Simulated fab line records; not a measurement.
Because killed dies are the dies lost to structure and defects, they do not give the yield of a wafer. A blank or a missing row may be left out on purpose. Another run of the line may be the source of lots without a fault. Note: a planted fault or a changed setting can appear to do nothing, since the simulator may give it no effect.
2 desks, one fault	flow nand-harc	each desk holds nothing but its own numbers, with what lay behind them at the end

THE DEFECT DESK
Lot by lot, what the route's inspections counted, given as the mean of those sampled wafers with a number. Any lot whose mean is over 4 standard deviations away from the usual mean is out of limits and marked OUT; that distance is given in the brackets.
Columns: A = raw-defect-count at NHARC_A_CHANNEL_HOLE_D1_INSPECT_40, usual 59
lot	first seen here	A
L300	day 8 13:50	77
L299	day 8 15:29	66
L303	day 9 16:25	79
L308	day 10 14:08	652 (+35) OUT
L312	day 11 10:38	57
L314	day 12 09:08	58
L316	day 12 17:47	80
L318	day 13 12:32	49
L320	day 13 16:34	79
L321	day 13 23:30	55
This desk finds L308 out of limits, L308 being first, at day 10 14:08 (raw-defect-count at NHARC_A_CHANNEL_HOLE_D1_INSPECT_40). Within limits: L300, L299, L303, L312, L314, L316, L318, L320, L321.

TOOL OWNER'S DESK, rie-diel-11
The tool's own readings at NHARC_A_CHANNEL_HOLE_D1_ETCH_34 (etches the open film in CF4/CHF3, target depth 154 nm, time 77 s): means of the sampled wafers that have a number, for each lot that ran on this tool. Any lot whose mean is over 4 standard deviations away from the usual mean is out of limits and marked OUT; that distance is given in the brackets.
Columns: A = drypump-motor-current-A at NHARC_A_CHANNEL_HOLE_D1_ETCH_34, usual 5.5 A; B = mfc-ar-sccm at NHARC_A_CHANNEL_HOLE_D1_ETCH_34, usual 0.010 sccm; C = oes-product-au at NHARC_A_CHANNEL_HOLE_D1_ETCH_34, usual 0.944 a.u.; D = rf-vpp-V at NHARC_A_CHANNEL_HOLE_D1_ETCH_34, usual 370.7 V; E = showerhead-plenum-p-Torr at NHARC_A_CHANNEL_HOLE_D1_ETCH_34, usual 1.58 Torr; F = throttle-valve-pct at NHARC_A_CHANNEL_HOLE_D1_ETCH_34, usual 16.803 %
lot	first seen here	A	B	C	D	E	F
L303	day 9 09:57	5.4	0.019	0.969	369.8	1.56	16.804
L308	day 10 07:35	5.2	0.003	0.914	367.7	1.50	16.806
This desk's finding: nothing out of limits on any of the 2 lots.

BROUGHT TOGETHER
The defect desk could have raised an alarm at day 10 14:08, on L308.
The tool owner's desk saw nothing out of limits.
Tool owner's desk: L308 on record, inside its limits.
On rie-diel-11, each named lot ran NHARC_A_CHANNEL_HOLE_D1_ETCH_34.

WHAT HAD BEEN PUT IN BY THE SIMULATOR
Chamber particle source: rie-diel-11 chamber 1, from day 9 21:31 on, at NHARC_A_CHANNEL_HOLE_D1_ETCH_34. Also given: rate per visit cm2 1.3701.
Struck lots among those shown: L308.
Hours from the fault's start to each desk's first reading out of limits: the defect desk, 17.
